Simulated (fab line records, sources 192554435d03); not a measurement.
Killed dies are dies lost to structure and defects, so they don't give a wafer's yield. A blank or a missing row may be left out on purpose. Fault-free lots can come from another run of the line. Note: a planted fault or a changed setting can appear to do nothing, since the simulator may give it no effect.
Matching of chambers + flow n5Finfet + N5_BEOL_M0_SAQP_ALD_48 on aldSin-01: 4 sister chambers
The step deposits SiO2, target thk 20 nm, pulse time 1 s, co reactant pulse time 1 s. 16 wafers are shown with their chamber, then 8 later ones without.

WAFERS WITH THEIR CHAMBER
| wafer  | chamber | heaterPowerW (W) | susceptorTempC (C) | precursorPulseHeightRel |
|--------|---------|------------------|--------------------|-------------------------|
| L074.3 | 0       | 67               | 99.97              | 0.999                   |
| L074.5 | 2       | 71               | 100.20             | 0.985                   |
| L074.6 | 3       | 109              | 100.17             | 1.022                   |
| L076.2 | 3       | 106              | 100.18             | 0.962                   |
| L076.4 | 0       | 67               | 99.98              | 1.010                   |
| L076.5 | 2       | 72               | 99.92              | 0.967                   |
| L078.4 | 3       | 108              | 100.04             | 0.984                   |
| L078.5 | 2       | 71               | 99.98              | 1.021                   |
| L078.6 | 3       | 107              | 100.11             | 1.039                   |
| L084.2 | 1       | 69               | 100.04             | 0.988                   |
| L084.5 | 2       | 70               | 100.00             | 1.031                   |
| L084.6 | 1       | 71               | 100.14             | 0.990                   |
| L086.2 | 3       | 108              | 100.01             | 1.003                   |
| L086.4 | 2       | 72               | 100.03             | 0.959                   |
| L086.5 | 3       | 106              | 100.06             | 0.973                   |
| L088.4 | 2       | 72               | 100.17             | 1.024                   |

SIGNATURES, as means of the wafers listed above
| reading                 | chamber 0 | chamber 1 | chamber 2 | chamber 3 | scatter within a chamber |
|-------------------------|-----------|-----------|-----------|-----------|--------------------------|
| heaterPowerW            | 67.00     | 70.00     | 71.33     | 107.33    | 1.03                     |
| susceptorTempC          | 99.9750   | 100.0900  | 100.0500  | 100.0950  | 0.0872                   |
| precursorPulseHeightRel | 1.00450   | 0.98900   | 0.99783   | 0.99717   | 0.028                    |
Rule: distance of a wafer from a chamber = root of the sum over the readings of ((wafer's reading minus chamber's mean) / reading's scatter) squared. If the next closest chamber is less than 2 further off than the closest, the wafer can't be placed; otherwise it belongs to the closest. The scatter: the root of (the sum of the squares of (reading less its chamber's mean) over the shown wafers, divided by (wafers less chambers)).

WAFERS WHOSE CHAMBER IS MISSING
| wafer  | heaterPowerW (W) | susceptorTempC (C) | precursorPulseHeightRel |
|--------|------------------|--------------------|-------------------------|
| L088.5 | 72               | 99.93              | 1.000                   |
| L088.6 | 109              | 100.12             | 1.005                   |
| L089.1 | 67               | 100.09             | 1.031                   |
| L089.3 | 70               | 99.70              | 0.985                   |
| L089.4 | 73               | 100.02             | 0.998                   |
| L090.1 | 68               | 99.98              | 0.984                   |
| L090.2 | 73               | 100.13             | 0.991                   |
| L090.6 | 69               | 99.83              | 1.013                   |

WHICH CHAMBER EACH WENT THROUGH
| wafer  | from the rows above          | in truth |
|--------|------------------------------|----------|
| L088.5 | can't be placed: 2 or 1      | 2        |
| L088.6 | 3                            | 3        |
| L089.1 | can't be placed: 0 or 1      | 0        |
| L089.3 | can't be placed: 2 or 0 or 1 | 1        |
| L089.4 | can't be placed: 2 or 1      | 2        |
| L090.1 | can't be placed: 0 or 1      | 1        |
| L090.2 | can't be placed: 2 or 1      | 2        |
| L090.6 | can't be placed: 0 or 1 or 2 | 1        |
Correct placement for 1 of the 8. Cannot be placed on the basis of these rows: 7; the candidates contain the true chamber in 7. Placed wrongly: 0.
